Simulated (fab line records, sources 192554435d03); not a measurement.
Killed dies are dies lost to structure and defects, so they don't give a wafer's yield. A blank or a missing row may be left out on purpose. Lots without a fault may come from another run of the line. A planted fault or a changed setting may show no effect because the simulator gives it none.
One fault seen from 2 desks | flow n5_finfet | each desk has only its own numbers; what lay behind them comes last

THE TOOL OWNER'S DESK: pecvd-01
The tool's own readings at N5_BEOL_M1_PRE_CLEAN_56 (time 15 s): means of the sampled wafers that have a number, for each lot that ran on this tool. A lot is out of limits, marked OUT, if its mean lies more than 4 standard deviations from the usual mean; the brackets give that distance.
Columns: A = rf_fwd_power_W at N5_BEOL_M1_PRE_CLEAN_56, usual 295.0 W
lot  | first seen here | A
L233 | day 7 20:02     | 295.8
L242 | day 10 13:20    | 295.4
L241 | day 10 13:33    | 295.3
L243 | day 10 16:52    | 296.5
L245 | day 10 23:23    | 297.7
L244 | day 11 06:38    | 296.9
L248 | day 11 15:38    | 296.4
This desk's finding: nothing out of limits on any of the 7 lots.

THE DEFECT DESK
What the inspections along the route counted, lot by lot: means of the sampled wafers that have a number. A lot is out of limits, marked OUT, if its mean lies more than 4 standard deviations from the usual mean; the brackets give that distance.
Columns: A = raw_defect_count at N5_BEOL_M1_INSPECT_59, usual 61; B = raw_defect_count at N5_BEOL_M2_INSPECT_13, usual 396; C = raw_defect_count at N5_BEOL_M2_INSPECT_30, usual 398
lot  | first seen here | A             | B               | C
L232 | day 7 18:25     | 42            | 278             | 334
L233 | day 7 20:10     | 67            | 382             | 379
L236 | day 8 18:52     | 43            | 512             | 449
L235 | day 8 21:42     | 57            | 320             | 318
L237 | day 9 04:36     | 62            | 492             | 437
L242 | day 10 13:27    | 77            | 390             | 393
L241 | day 10 13:40    | 54            | 438             | 379
L243 | day 10 16:59    | 678 (+34) OUT | 991 (+6.0) OUT  | 975 (+6.0) OUT
L245 | day 10 23:31    | 579 (+29) OUT | 1073 (+6.8) OUT | 1008 (+6.4) OUT
L244 | day 11 06:46    | 565 (+28) OUT | 901 (+5.0) OUT  | 925 (+5.5) OUT
L248 | day 11 15:46    | 595 (+30) OUT | 964 (+5.7) OUT  | 901 (+5.2) OUT
L249 | day 11 20:22    | 52            | 355             | 352
L250 | day 12 23:32    | 57            | 276             | 282
This desk's finding: out of limits on L243, L244, L245, L248; first on L243, day 10 16:59 (raw_defect_count at N5_BEOL_M1_INSPECT_59). In limits: L232, L233, L236, L235, L237, L242, L241, L249, L250.

PUT TOGETHER
The defect desk could have raised an alarm at day 10 16:59, on L243, L244, L245, L248.
The tool owner's desk saw nothing out of limits.
The tool owner's desk has L243, L244, L245, L248 on record, within its limits.
Of the lots named, all ran N5_BEOL_M1_PRE_CLEAN_56 on pecvd-01.

WHAT THE SIMULATOR HAD PUT IN
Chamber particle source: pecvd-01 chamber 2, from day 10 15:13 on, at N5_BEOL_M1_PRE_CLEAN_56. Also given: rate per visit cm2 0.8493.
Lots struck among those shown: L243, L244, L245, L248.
Hours from the fault's start to each desk's first reading out of limits: the defect desk, 2.
